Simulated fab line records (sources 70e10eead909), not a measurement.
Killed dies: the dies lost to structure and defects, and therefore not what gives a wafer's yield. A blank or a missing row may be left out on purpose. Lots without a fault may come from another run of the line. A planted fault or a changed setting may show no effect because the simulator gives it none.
What tool caused it?	flow nand-harc	24 lots with 72 wafers sampled at 5 steps, on a route of 1302 steps

== WHAT EACH GAUGE READ, for each wafer ==
NHARC_A_CONTACT_CD_MEAS_15. Usual: cd-nm reads 189.9 nm (standard deviation 0.64).
lot	measured	on	cd-nm (nm)	flag
L074	day 22 15:30	cd-sem-02	190.1 189.9 190.0	
L075	day 23 04:20	cd-sem-02	189.6 189.8 189.0	
L076	day 23 05:56	cd-sem-01	190.0 190.4 190.2	
L077	day 23 10:07	cd-sem-03	189.7 190.8 189.6	
L078	day 23 19:59	cd-sem-02	190.2 190.2 189.9	
L080	day 24 15:28	cd-sem-02	189.8 189.4 188.8	
L079	day 24 15:47	cd-sem-01	189.9 189.7 189.8	
L081	day 25 07:32	cd-sem-01	189.2 189.1 189.8	
L082	day 26 10:32	cd-sem-03	190.8 190.6 189.9	
L085	day 27 09:41	cd-sem-02	190.6 190.0 190.5	
L083	day 27 10:59	cd-sem-01	189.4 187.8 190.1	
L086	day 27 14:05	cd-sem-01	189.9 190.2 189.6	
L087	day 27 16:18	cd-sem-01	190.9 190.7 191.5	
L084	day 27 16:47	cd-sem-02	191.1 190.5 190.3	
L088	day 28 14:45	cd-sem-01	189.8 190.4 190.5	
L091	day 29 06:55	cd-sem-02	189.8 189.8 189.7	
L090	day 29 15:20	cd-sem-02	189.9 189.5 189.8	
L089	day 29 20:09	cd-sem-02	189.4 190.5 189.7	
L092	day 29 21:38	cd-sem-01	190.9 191.1 190.6	
L093	day 30 11:20	cd-sem-02	189.2 190.0 189.9	
L094	day 30 14:12	cd-sem-02	189.9 190.3 190.5	
L095	day 31 11:35	cd-sem-01	190.0 188.7 189.7	
L096	day 31 12:20	cd-sem-02	189.4 189.1 189.1	
L097	day 31 22:37	cd-sem-01	189.9 189.9 189.8	

NHARC_A_BLC_CD_MEAS_19. Usual: cd-nm reads 101.3 nm (standard deviation 2.3).
lot	measured	on	cd-nm (nm)	flag
L074	day 22 19:36	cd-sem-01	101.4 102.2 102.9	
L075	day 23 08:20	cd-sem-03	103.7 97.1 100.7	
L076	day 23 10:28	cd-sem-03	102.2 99.5 98.8	
L077	day 23 14:16	cd-sem-02	103.9 103.1 99.6	
L078	day 24 00:13	cd-sem-01	100.7 103.0 100.7	
L080	day 24 19:34	cd-sem-02	100.5 98.6 99.6	
L079	day 24 19:53	cd-sem-03	101.4 98.2 99.6	
L081	day 25 11:30	cd-sem-03	103.9 99.3 103.9	
L082	day 26 14:38	cd-sem-03	100.3 100.7 103.6	
L085	day 27 13:47	cd-sem-01	103.3 104.7 102.7	
L083	day 27 14:58	cd-sem-01	101.7 100.9 103.2	
L086	day 27 18:36	cd-sem-02	103.7 104.4 103.9	
L087	day 27 20:29	cd-sem-02	101.0 100.8 102.2	
L084	day 27 21:11	cd-sem-01	101.0 95.2 102.9	
L088	day 28 18:43	cd-sem-02	102.4 99.9 101.8	
L091	day 29 10:57	cd-sem-02	103.3 100.9 102.3	
L090	day 29 19:25	cd-sem-02	100.7 94.9 101.6	
L089	day 30 00:17	cd-sem-01	105.8 101.8 103.4	
L092	day 30 01:43	cd-sem-02	103.7 100.4 98.7	
L093	day 30 15:25	cd-sem-02	98.0 97.5 101.9	
L094	day 30 18:17	cd-sem-03	103.4 102.5 99.8	
L095	day 31 15:41	cd-sem-02	100.8 100.3 102.4	
L096	day 31 16:55	cd-sem-03	97.0 99.2 100.4	
L097	day 32 02:43	cd-sem-01	97.3 96.7 97.0	

== WHAT TOOL EACH LOT RAN ON (gives the tool, then ch and the chambers of the sampled wafers, and finally the start) ==
lot	NHARC_A_CONTACT_ETCH_110	NHARC_A_CONTACT_STRIP_26	NHARC_A_BLC_ETCH_17
L074	rie-diel-10 ch 2,3, day 22 15:47	rie-diel-10 ch 0,3, day 22 19:36 or earlier	rie-diel-05 ch 0,2,3, day 22 19:36 or earlier
L075	rie-diel-03 ch 0,2, day 23 04:39	rie-diel-03 ch 0,1,3, day 23 08:20 or earlier	rie-diel-09 ch 2,3, day 23 08:20 or earlier
L076	rie-diel-02 ch 0,1,3, day 23 06:13	rie-diel-02 ch 0,2,3, day 23 10:28 or earlier	rie-diel-05 ch 0,1,3, day 23 10:28 or earlier
L077	rie-diel-10 ch 1,2,3, day 23 10:25	rie-diel-10 ch 0,1,3, day 23 14:16 or earlier	rie-diel-05 ch 0,1, day 23 14:16 or earlier
L078	rie-diel-02 ch 0,2,3, day 23 20:20	rie-diel-02 ch 1,2, day 24 00:13 or earlier	rie-diel-09 ch 1,2,3, day 24 00:13 or earlier
L080	rie-diel-10 ch 0,1,2, day 24 15:46	rie-diel-10 ch 1,3, day 24 19:34 or earlier	rie-diel-05 ch 1,2, day 24 19:34 or earlier
L079	rie-diel-02 ch 1,3, day 24 16:05	rie-diel-02 ch 2,3, day 24 19:53 or earlier	rie-diel-09 ch 0,2, day 24 19:53 or earlier
L081	rie-diel-02 ch 0,2,3, day 25 07:50	rie-diel-02 ch 0,2, day 25 11:30 or earlier	rie-diel-09 ch 1,2,3, day 25 11:30 or earlier
L082	rie-diel-02 ch 1,2, day 26 10:50	rie-diel-02 ch 1,3, day 26 14:38 or earlier	rie-diel-05 ch 0,2, day 26 14:38 or earlier
L085	rie-diel-02 ch 0,2,3, day 27 09:59	rie-diel-02 ch 0,1,3, day 27 13:47 or earlier	rie-diel-05 ch 1,3, day 27 13:47 or earlier
L083	rie-diel-02 ch 0,2,3, day 27 11:17	rie-diel-02 ch 0,1,3, day 27 14:58 or earlier	rie-diel-05 ch 0,1,2, day 27 14:58 or earlier
L086	rie-diel-02 ch 0,2,3, day 27 14:35	rie-diel-02 ch 0,3, day 27 18:36 or earlier	rie-diel-05 ch 1,3, day 27 18:36 or earlier
L087	rie-diel-02 ch 0,2,3, day 27 16:40	rie-diel-02 ch 1,3, day 27 20:29 or earlier	rie-diel-05 ch 0,1,2, day 27 20:29 or earlier
L084	rie-diel-02 ch 0,1,3, day 27 17:07	rie-diel-02 ch 1,2,3, day 27 21:11 or earlier	rie-diel-09 ch 0,2, day 27 21:11 or earlier
L088	rie-diel-02 ch 1,2,3, day 28 15:03	rie-diel-02 ch 1,3, day 28 18:43 or earlier	rie-diel-09 ch 0,2,3, day 28 18:43 or earlier
L091	rie-diel-02 ch 0,1,2, day 29 07:13	rie-diel-02 ch 0,1,3, day 29 10:57 or earlier	rie-diel-05 ch 1,2, day 29 10:57 or earlier
L090	rie-diel-10 ch 0,3, day 29 15:38	rie-diel-10 ch 0,3, day 29 19:25 or earlier	rie-diel-09 ch 1,2, day 29 19:25 or earlier
L089	rie-diel-02 ch 0,2,3, day 29 20:27	rie-diel-02 ch 2,3, day 30 00:17 or earlier	rie-diel-08 ch 0,1, day 30 00:17 or earlier
L092	rie-diel-03 ch 0,2,3, day 29 21:56	rie-diel-03 ch 0,1, day 30 01:43 or earlier	rie-diel-09 ch 1,2,3, day 30 01:43 or earlier
L093	rie-diel-03 ch 1,2,3, day 30 11:38	rie-diel-03 ch 0,1,3, day 30 15:25 or earlier	rie-diel-09 ch 0,1,2, day 30 15:25 or earlier
L094	rie-diel-03 ch 1,2,3, day 30 14:30	rie-diel-03 ch 1,3, day 30 18:17 or earlier	rie-diel-09 ch 1,2,3, day 30 18:17 or earlier
L095	rie-diel-03 ch 0,2,3, day 31 11:53	rie-diel-03 ch 1,2,3, day 31 15:41 or earlier	rie-diel-09 ch 0,3, day 31 15:41 or earlier
L096	rie-diel-03 ch 1,2, day 31 12:47	rie-diel-03 ch 1,2, day 31 16:55 or earlier	rie-diel-09 ch 0,3, day 31 16:55 or earlier
L097	rie-diel-02 ch 1,2, day 31 22:55	rie-diel-02 ch 1,2, day 32 02:43 or earlier	rie-diel-09 ch 1,2, day 32 02:43 or earlier
- NHARC_A_CONTACT_ETCH_110: etches the open film in CF4/O2, target depth 60 nm, overetch 6 nm, time 33 s.
- NHARC_A_CONTACT_STRIP_26: strips in O2.
- NHARC_A_BLC_ETCH_17: etches the open film in N2/H2, target depth 390 nm, time 609.38 s.

== WHAT THE TOOLS THEMSELVES READ (means of the sampled wafers that have a number; where no wafer has one, the mark that the record gives instead) ==
NHARC_A_CONTACT_ETCH_110. Usual: drypump-motor-current-A 5.7 A, standard deviation 0.42; oes-product-au 0.997 a.u., standard deviation 0.0095; rf-vpp-V 197.9 V, standard deviation 1.8; showerhead-plenum-p-Torr 1.34 Torr, standard deviation 0.066; throttle-valve-pct 13.397 %, standard deviation 0.0089.
lot	tool	drypump-motor-current-A (A)	oes-product-au (a.u.)	rf-vpp-V (V)	showerhead-plenum-p-Torr (Torr)	throttle-valve-pct (%)	flag
L074	rie-diel-10	5.4	0.996	198.4	1.40	13.394	
L075	rie-diel-03	5.6	0.997	199.6	1.41	13.394	
L076	rie-diel-02	6.0	1.004	196.9	1.31	13.410	
L077	rie-diel-10	5.5	0.993	196.9	1.34	13.402	
L078	rie-diel-02	5.7	1.000	196.9	1.29	13.398	
L080	rie-diel-10	5.4	1.000	197.5	1.28	13.400	
L079	rie-diel-02	6.2	0.993	198.6	1.36	13.401	
L081	rie-diel-02	5.7	0.998	196.7	1.29	13.401	
L082	rie-diel-02	5.5	0.989	198.3	1.35	13.406	
L085	rie-diel-02	5.7	0.993	195.7	1.29	13.394	
L083	rie-diel-02	5.7	0.994	197.4	1.29	13.401	
L086	rie-diel-02	5.7	1.000	196.7	1.29	13.390	
L087	rie-diel-02	5.7	0.993	196.5	1.29	13.393	
L084	rie-diel-02	6.0	0.990	196.9	1.31	13.392	
L088	rie-diel-02	5.8	0.994	197.7	1.34	13.405	
L091	rie-diel-02	5.7	1.008	197.3	1.32	13.393	
L090	rie-diel-10	5.3	1.009	197.7	1.33	13.401	
L089	rie-diel-02	5.7	0.997	196.2	1.29	13.401	
L092	rie-diel-03	5.6	0.992	198.3	1.38	13.397	
L093	rie-diel-03	5.9	0.990	198.7	1.39	13.387	
L094	rie-diel-03	5.8	0.998	200.5	1.39	13.403	
L095	rie-diel-03	5.6	1.010	198.2	1.38	13.395	
L096	rie-diel-03	6.1	0.998	200.2	1.44	13.392	
L097	rie-diel-02	5.8	0.982	198.8	1.37	13.400	

NHARC_A_CONTACT_STRIP_26. Usual: drypump-motor-current-A 5.8 A, standard deviation 0.42; oes-product-au 0.997 a.u., standard deviation 0.0084; rf-vpp-V 57.8 V, standard deviation 0.93; showerhead-plenum-p-Torr 3.53 Torr, standard deviation 0.17; throttle-valve-pct 17.036 %, standard deviation 0.0091.
lot	tool	drypump-motor-current-A (A)	oes-product-au (a.u.)	rf-vpp-V (V)	showerhead-plenum-p-Torr (Torr)	throttle-valve-pct (%)	flag
L074	rie-diel-10	5.4	1.001	58.4	3.67	17.033	
L075	rie-diel-03	5.9	0.992	57.5	3.50	17.039	
L076	rie-diel-02	5.7	1.013	57.2	3.42	17.037	
L077	rie-diel-10	5.6	0.998	57.5	3.50	17.041	
L078	rie-diel-02	5.5	0.992	57.6	3.57	17.039	
L080	rie-diel-10	5.7	0.994	59.1	3.62	17.033	
L079	rie-diel-02	5.8	0.994	58.5	3.45	17.037	
L081	rie-diel-02	5.3	0.993	58.0	3.45	17.038	
L082	rie-diel-02	6.2	0.993	58.5	3.60	17.043	
L085	rie-diel-02	6.0	0.997	58.0	3.48	17.033	
L083	rie-diel-02	6.0	0.991	57.5	3.48	17.042	
L086	rie-diel-02	5.9	0.995	57.6	3.35	17.031	
L087	rie-diel-02	6.2	0.996	58.1	3.60	17.039	
L084	rie-diel-02	5.8	1.001	57.4	3.54	17.031	
L088	rie-diel-02	6.2	0.988	58.6	3.50	17.035	
L091	rie-diel-02	6.1	0.999	57.7	3.47	17.034	
L090	rie-diel-10	5.3	1.011	57.7	3.52	17.041	
L089	rie-diel-02	5.4	0.997	57.7	3.47	17.042	
L092	rie-diel-03	6.0	0.994	57.8	3.76	17.038	
L093	rie-diel-03	5.8	0.997	58.4	3.64	17.035	
L094	rie-diel-03	6.1	1.001	57.8	3.69	17.040	
L095	rie-diel-03	5.9	0.998	58.2	3.67	17.035	
L096	rie-diel-03	5.9	0.999	58.3	3.77	17.042	
L097	rie-diel-02	5.8	0.985	58.2	3.62	17.031	

NHARC_A_BLC_ETCH_17. Usual: drypump-motor-current-A 5.7 A, standard deviation 0.52; oes-product-au 1.001 a.u., standard deviation 0.011; rf-vpp-V 431.8 V, standard deviation 1.9; showerhead-plenum-p-Torr 2.09 Torr, standard deviation 0.063; throttle-valve-pct 14.170 %, standard deviation 0.0087.
lot	tool	drypump-motor-current-A (A)	oes-product-au (a.u.)	rf-vpp-V (V)	showerhead-plenum-p-Torr (Torr)	throttle-valve-pct (%)	flag
L074	rie-diel-05	5.5	0.997	431.3	2.08	14.175	
L075	rie-diel-09	5.7	1.006	433.1	2.14	14.167	
L076	rie-diel-05	5.2	0.994	431.0	2.06	14.172	
L077	rie-diel-05	5.2	0.991	430.2	2.02	14.167	
L078	rie-diel-09	5.7	1.005	432.1	2.11	14.173	
L080	rie-diel-05	5.8	0.993	433.0	2.14	14.168	
L079	rie-diel-09	6.3	0.988	431.8	2.10	14.171	
L081	rie-diel-09	5.8	1.011	432.5	2.11	14.167	
L082	rie-diel-05	5.5	0.987	430.9	2.04	14.176	
L085	rie-diel-05	5.3	1.004	432.6	2.10	14.167	
L083	rie-diel-05	5.6	1.000	431.5	2.09	14.170	
L086	rie-diel-05	5.3	1.001	432.3	2.10	14.167	
L087	rie-diel-05	5.6	0.997	431.7	2.08	14.178	
L084	rie-diel-09	6.3	0.998	431.1	2.07	14.170	
L088	rie-diel-09	6.0	1.009	432.5	2.10	14.169	
L091	rie-diel-05	6.1	0.995	434.6	2.15	14.174	
L090	rie-diel-09	5.8	0.999	431.2	2.08	14.166	
L089	rie-diel-08	5.9	0.995	431.4	2.09	14.168	
L092	rie-diel-09	5.8	1.009	431.9	2.11	14.181	
L093	rie-diel-09	6.1	0.993	430.5	2.07	14.165	
L094	rie-diel-09	5.8	1.007	432.3	2.11	14.168	
L095	rie-diel-09	6.1	1.007	431.5	2.06	14.164	
L096	rie-diel-09	6.0	1.003	430.9	2.06	14.167	
L097	rie-diel-09	6.0	0.998	431.9	2.11	14.171	

== THE ANSWER, worked out from the rows above alone ==
Rule: a lot counts as off when the mean over its wafers that have a number is more than 3 standard deviations away from the usual mean. Also off: a lot with no number at a reading for which 4 or more lots have one. All remaining lots with rows at the step are treated as sound. First the gauges in route order, then the tools' own readings, where a lot's mean is used as printed above. At the first step where some lot is off, the reading lying furthest off is the one used; lots without a number count as furthest.
No lot is off at any reading shown: from this, nothing can be told.

== WHAT THE SIMULATOR PUT IN ==
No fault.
